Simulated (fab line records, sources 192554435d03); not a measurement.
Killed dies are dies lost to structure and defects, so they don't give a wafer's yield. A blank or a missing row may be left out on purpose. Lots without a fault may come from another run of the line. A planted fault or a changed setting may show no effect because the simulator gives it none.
Problem report in the 8D (eight disciplines) form, filled by code | flow n5_finfet | the parts of the form that need people (team, actions taken, sign-off) are left out

1. THE PROBLEM
killed_at_contacts at N5_PASSIVATION_PROBE_49 reads a mean of 366 on 2 wafers of 1 lot; wafers without a fault read 11 with a standard deviation of 6. That is +59 standard deviations from the usual mean.
First seen on wafer L148.2, day 15 07:20, on prober-02. The record holds 3 wafers of 1 lot with a number at this step. Rule for "out", or "out of limits": more than 4 standard deviations from the usual mean. The other wafers with a number count as sound.

2. WHAT IT IS AND WHAT IT IS NOT
question                    | is                                                                                                      | is not
which readings at this step | killed_at_contacts, defect_limited_yield, killed_dies, sort_bin_5_function, sort_n_pass, sort_yield_pct | killed_at_M0_to_M3, killed_at_M4_up, killed_at_front_end, killed_at_other, killed_open, killed_short, sort_bin_4_leakage, sort_bin_6_memory
which lots                  | L148                                                                                                    | -
which wafers of those lots  | L148.2, L148.5                                                                                          | L148.1
read on which tools         | prober-02                                                                                               | -
when                        | from day 15 07:20                                                                                       | up to then (1 sound wafer)

3. SUSPECTS, AND WHAT RULES EACH OUT
Counting: a tool at a process step up to the reading stays a suspect if it ran every lot that is out. Sound lots after the first of them don't rule it out here, since some wafers of a struck lot are sound.
- ald_sin-03 at N5_MOL_CONTACT_COAG_ALD_123 (deposits SiNx, target thk 5 nm, pulse time 1 s, purge time 2 s): kept. It ran the lot that is out, L148 (day 7 19:20).
- rie_diel-05 at N5_MOL_CONTACT_COAG_ETCH_124 (etches SiNx in CH3F/O2, stops on SiOC, target depth 6.5 nm): kept. It ran the lot that is out, L148 (day 7 22:51).
- prober-02 at N5_PASSIVATION_PROBE_49: kept. It ran the lot that is out, L148 (day 15 07:17). Its own readings are out on those wafers: defect_limited_yield, killed_at_contacts, killed_dies, sort_bin_5_function, sort_n_pass, sort_yield_pct.
- Within ald_sin-03 at N5_MOL_CONTACT_COAG_ALD_123: the wafers that are out ran in chamber 3; their sound lot-mates ran in chamber 1.
- Within rie_diel-05 at N5_MOL_CONTACT_COAG_ETCH_124: the wafers that are out ran in chambers 2, 3; their sound lot-mates ran in chamber 0.
Left after counting: ald_sin-03 at N5_MOL_CONTACT_COAG_ALD_123, rie_diel-05 at N5_MOL_CONTACT_COAG_ETCH_124, prober-02 at N5_PASSIVATION_PROBE_49.

4. THE CAUSE (what the simulator had put in)
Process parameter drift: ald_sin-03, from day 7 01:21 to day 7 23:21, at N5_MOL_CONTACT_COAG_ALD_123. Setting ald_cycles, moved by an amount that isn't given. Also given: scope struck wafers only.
Counting left 3 suspects, and this tool is among them.

5. THE CHAIN OF EFFECTS, in route order
Each row: a reading whose mean over the struck wafers that have a number lies more than 3 standard deviations from the usual. Only readings for which the record gives a usual standard deviation are gone through. hours: the time from each lot's start at the first step in this table that gives one to its start at this step, as a median over the lots. sigmas: the change in usual standard deviations.
hours | step                    | reading              | usual  | on struck wafers | change | sigmas
0     | N5_PASSIVATION_PROBE_49 | defect_limited_yield | 91.4 % | 62.2             | -29.2  | -19
0     | N5_PASSIVATION_PROBE_49 | killed_at_contacts   | 11     | 366              | +354   | +59
0     | N5_PASSIVATION_PROBE_49 | killed_dies          | 102    | 446              | +344   | +19
0     | N5_PASSIVATION_PROBE_49 | killed_on_rim        | 13     | 72               | +59    | +17
0     | N5_PASSIVATION_PROBE_49 | sort_bin_5_function  | 5.0 %  | 34.7             | +29.7  | +31
0     | N5_PASSIVATION_PROBE_49 | sort_n_pass          | 1078   | 734              | -344   | -18
0     | N5_PASSIVATION_PROBE_49 | sort_yield_pct       | 91.3 % | 62.2             | -29.1  | -18
The process steps in it:
- N5_PASSIVATION_PROBE_49

6. WHAT WOULD HAVE CAUGHT IT SOONER
In this record the first reading out of limits was taken at day 15 07:20, 198 hours after the fault began at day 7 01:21.
Of the tool readings at N5_MOL_CONTACT_COAG_ALD_123 for which the record gives a usual standard deviation, none was out on any struck wafer, so an alarm limit of 4 standard deviations on them would not have fired.
All the lots that are out (1) had begun N5_MOL_CONTACT_COAG_ALD_123 on ald_sin-03 by day 15 07:20. A hold on the tool at that time would have spared none of them.
